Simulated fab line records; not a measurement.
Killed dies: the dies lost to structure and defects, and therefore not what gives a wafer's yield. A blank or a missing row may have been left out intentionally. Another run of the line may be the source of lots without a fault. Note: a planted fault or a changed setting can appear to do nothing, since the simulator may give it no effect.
A struck lot beside a sound one    flow n5-finfet    38 out of 1938 route steps
Sound: the wafers L568.4, L568.5, L568.6. Struck: wafer L560.6 (L560.2, L560.5, from the same lot, were not struck and are left out); the cause is given at the end.
For every step that has rows: the tool of each side, followed by ch and its chambers, followed by its first start. Under that, the readings that differ: sound wafers    struck wafers    difference of the means    sigmas: that difference in standard deviations of wafers without a fault.
alike: same words and numbers on both sides, and readings whose means sit less than 2 such deviations apart. not compared: any withheld reading, any reading some wafer has no value for, any bound like >300 that may hide the same value, and any number with overlapping values for which the record gives no deviation.
The two part at a step that has a row with sigmas, a row that says differs or no value, or rows on one side only. When numbers do not overlap yet have no deviation, they are printed without sigmas and do not part them. A reading missing from all wafers of one side parts the sides only when that side holds two or more wafers.

first, 9 steps without rows for these wafers: N5_BEOL_M9_DESCUM_33 (chemistry O2, time 7 s); N5_BEOL_M9_ETCH_76 (etches underlayer in N2/H2, target depth 6.5 nm, time 5.2 s); N5_BEOL_M9_ETCH_65 (etches SiARC in CF4, target depth 15.6 nm, time 26 s); N5_BEOL_M9_ETCH_66 (etches SOC in N2/H2, target depth 80 nm, overetch 16 nm, time 120 s); N5_BEOL_M9_STRIP_69 (strips in N2/H2); N5_BEOL_M9_STRIP_77 (strips in N2/H2); N5_BEOL_M9_VIA_ETCH_34 (etches SiCOH lowk in C4F6/O2, target depth 182.4 nm, time 68.4 s); N5_BEOL_M9_STRIP_73 (strips in C4F6/O2); N5_BEOL_M9_STRIP_36 (strips in N2/H2).
N5_BEOL_M9_TRENCH_ETCH_37: etches SiCOH lowk in C4F6/O2, target depth 151.43 nm, time 49 s.
  sound on rie-diel-06 ch 2,3, day 12 19:49; struck on rie-diel-03 ch 3, day 11 02:50
reading                                     sound              struck  difference  sigmas
drypump-motor-current-A (A)                 6.8 5.7 6.8        5.1     -1.3        -3
run-length-s (s)                            72.6 72.7 72.8     89.2    +16.5       +46
model.etch.depth-nm (nm)                    152.3 147.3 152.8  201.6   +50.8       
model.BEOL_M9.feature-depth-nm (nm)         152.4 147.4 152.8  201.6   +50.7       
model.TiN_of_BEOL_M9_HM_DEP_02.thk-nm (nm)  15.8 16 15.6       14.4    -1.4        
  alike: bias-w, oes-product-au, rf-fwd-power-W, rf-vpp-V, showerhead-plenum-p-Torr, throttle-valve-pct
  not compared: rf-hours-counter-h
then, 2 steps without rows for these wafers: N5_BEOL_M9_ETCH_41 (etches SiCN in CH3F/O2, target depth 36.6 nm, time 70.1 s); N5_BEOL_M9_STRIP_80 (strips in N2/H2, time 10 s).
N5_BEOL_M9_OCD_MEAS_38:
  struck on ocd-02, day 11 03:01; sound on ocd-01, day 12 19:59
reading               sound              struck  difference  sigmas
trench-depth-nm (nm)  152.1 147.5 152.9  201.7   +50.9       +19
then, 13 steps without rows for these wafers: N5_BEOL_M9_HM_STRIP_39 (strips TiN in peroxide tin strip, target depth 25 nm, time 158 s); N5_BEOL_M9_SRD_40 (time 30 s); N5_BEOL_M9_PRECLEAN_42 (cleans in residue remover, time 60 s); N5_BEOL_M9_SRD_43 (time 30 s); N5_BEOL_M9_CURE_72 (cures SiCOH lowk, time 120 s); N5_BEOL_M9_DEGAS_44 (time 60 s); N5_BEOL_M9_PRE_CLEAN_45 (time 30 s); N5_BEOL_M9_ALD_74 (deposits TaN, target thk 2 nm, pulse time 2 s, purge time 3 s); N5_BEOL_M9_SURFACE_TREAT_79; N5_BEOL_M9_CVD_78 (deposits Co from CCTBA/H2, target thk 2 nm, time 138.9 s); N5_BEOL_M9_SPUTTER_48 (material Cu, target thk 12 nm, time 2 s); N5_BEOL_M9_ECD_50 (material Cu, target thk 318 nm); N5_BEOL_M9_ANNEAL_51 (time 90 s).
N5_BEOL_M9_CMP_52: polishes, stops on SiCOH lowk, t overpolish 7 s, target thk 140 nm.
  sound on cmp-04 ch 2,3, day 12 23:52; struck on cmp-03 ch 3, day 11 05:41
reading                                 sound          struck  difference  sigmas
model.Cu_of_BEOL_M9_ECD_50.thk-nm (nm)  139.2 135 141  190.4   +52.0       
  alike: motor-current-A
N5_BEOL_M9_THK_MEAS_53: measures by xrf.
  struck on film-metro-02, day 11 05:52; sound on film-metro-01, day 13 00:09
reading      sound              struck  difference  sigmas
M9_THK (nm)  136.9 132.4 138.1  187.2   +51.4       +17
then, 2 steps without rows for these wafers: N5_BEOL_M9_PRE_CLEAN_55 (time 15 s); N5_BEOL_M9_DEP_56 (deposits SiCN from 3MS/NH3, target thk 15 nm, time 26.5 s).
N5_BEOL_M9_RS_MEAS_57: measures by four-point-probe.
  struck on film-metro-02, day 11 06:01; sound on film-metro-02, day 13 00:17
reading         sound              struck  difference  sigmas
M9_RS (ohm/sq)  0.152 0.157 0.150  0.108   -0.045      -13
then, 5 steps without rows for these wafers: N5_BEOL_M10_ILD_DEP_00 (deposits SiCOH lowk from DEMS/porogen, target thk 308.51 nm, time 58 s); N5_BEOL_M10_CURE_71 (cures SiCOH lowk, time 240 s); N5_BEOL_M10_PECVD_70 (deposits SiO2 from TEOS/O2, target thk 20 nm, time 22.7 s); N5_BEOL_M10_HM_DEP_02 (deposits TiN, target thk 20 nm); N5_BEOL_M10_COAT_59 (time 60 s, resist thk 100 nm).
N5_BEOL_M15_RC_MEAS_101:
  sound on prober-01 ch 0, day 14 20:05; struck on prober-01 ch 0, day 13 01:44
reading                     sound                    struck   difference  sigmas
COMB_M6 (S/m)               2.6e-11 2.7e-11 2.5e-11  1.4e-11  -1.2e-11    -2
SERP_M12 (ohm/um)           0.646 0.635 0.636        0.612    -0.027      -2
SERP_M12_max_site (ohm/um)  0.657 0.656 0.651        0.620    -0.035      -2
SERP_M9 (ohm/um)            3.06 3.12 3.01           2.19     -0.87       -11
SERP_M9_max_site (ohm/um)   3.11 3.20 3.11           2.25     -0.89       -11
  alike: COMB_M10, COMB_M11, COMB_M12, COMB_M13, COMB_M14, COMB_M15, COMB_M5, COMB_M6_max_site, COMB_M7, COMB_M8, COMB_M8_max_site, SERP_M10, SERP_M11, SERP_M13, SERP_M14, SERP_M5, SERP_M6, SERP_M7, SERP_M8
N5_PASSIVATION_PROBE_49:
  struck on prober-01, day 13 17:23; sound on prober-02, day 15 10:41
reading              sound     struck  difference  sigmas
killed-at-front-end  38 35 28  62      +28         +2
killed-open          48 64 48  85      +32         +2
  alike: defect-limited-yield, killed_at_M0_to_M3, killed_at_M4_up, killed-at-contacts, killed-at-other, killed-dies, killed-on-rim, killed-short, sort_bin_5_function, sort_bin_6_memory, sort-n-pass, sort-yield-pct

WHERE THEY PART
First at N5_BEOL_M9_TRENCH_ETCH_37; last, within this record, at N5_PASSIVATION_PROBE_49.

WHY: the cause the simulator had injected
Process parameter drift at N5_BEOL_M9_TRENCH_ETCH_37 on rie-diel-03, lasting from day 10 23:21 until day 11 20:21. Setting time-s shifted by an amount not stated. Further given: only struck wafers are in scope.
